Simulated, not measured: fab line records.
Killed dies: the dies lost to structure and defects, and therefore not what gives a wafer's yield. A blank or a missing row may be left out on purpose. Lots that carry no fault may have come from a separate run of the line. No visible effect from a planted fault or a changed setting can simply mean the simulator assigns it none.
Chamber matching :: flow nand_harc :: 4 sister chambers for NHARC_A_STAIRCASE_TRIM_196 on rie_diel-10
The step chemistry O2, time 211.2 s. 8 wafers are shown with their chamber, then 7 later ones without.

EACH WAFER AND ITS CHAMBER
wafer: L080.3
chamber: 2
drypump_motor_current_A (A): 5.5
oes_product_au (a.u.): 1.008

wafer: L082.3
chamber: 3
drypump_motor_current_A (A): 6.2
oes_product_au (a.u.): 1.010

wafer: L082.6
chamber: 3
drypump_motor_current_A (A): 6.1
oes_product_au (a.u.): 1.012

wafer: L082.2
chamber: 2
drypump_motor_current_A (A): 5.5
oes_product_au (a.u.): 1.006

wafer: L082.4
chamber: 1
drypump_motor_current_A (A): 6.1
oes_product_au (a.u.): 1.003

wafer: L082.5
chamber: 0
drypump_motor_current_A (A): 6.3
oes_product_au (a.u.): 1.019

wafer: L084.3
chamber: 1
drypump_motor_current_A (A): 6.2
oes_product_au (a.u.): 0.991

wafer: L084.4
chamber: 0
drypump_motor_current_A (A): 6.3
oes_product_au (a.u.): 1.017

WAFERS WHOSE CHAMBER IS MISSING
wafer: L084.6
drypump_motor_current_A (A): 6.3
oes_product_au (a.u.): 1.017

wafer: L093.1
drypump_motor_current_A (A): 6.2
oes_product_au (a.u.): 1.020

wafer: L093.5
drypump_motor_current_A (A): 5.5
oes_product_au (a.u.): 1.027

wafer: L093.6
drypump_motor_current_A (A): 6.2
oes_product_au (a.u.): 1.018

wafer: L095.1
drypump_motor_current_A (A): 5.5
oes_product_au (a.u.): 1.018

wafer: L095.4
drypump_motor_current_A (A): 6.1
oes_product_au (a.u.): 1.003

wafer: L095.5
drypump_motor_current_A (A): 6.1
oes_product_au (a.u.): 1.006

EACH ONE'S CHAMBER
wafer: L084.6
from the rows above: 0
in truth: 0

wafer: L093.1
from the rows above: can't be placed: 0 or 3
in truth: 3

wafer: L093.5
from the rows above: 2
in truth: 2

wafer: L093.6
from the rows above: can't be placed: 3 or 0
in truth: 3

wafer: L095.1
from the rows above: 2
in truth: 2

wafer: L095.4
from the rows above: can't be placed: 1 or 3
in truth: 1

wafer: L095.5
from the rows above: can't be placed: 3 or 1
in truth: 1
Correct placement for 3 of the 7. From these rows, 4 cannot be placed; in 4 the true chamber is one of the candidates. 0 placed wrongly.
How it was worked out, from the rows above alone: a wafer's distance from a chamber is the root of the sum, over the readings, of the square of ((its reading less the chamber's mean) divided by the reading's scatter). If the next closest chamber is less than 2 further off than the closest, the wafer can't be placed; otherwise it belongs to the closest. A chamber's mean is the mean of its shown wafers. The scatter: the root of (the sum of the squares of (reading less its chamber's mean) over the shown wafers, divided by (wafers less chambers)).
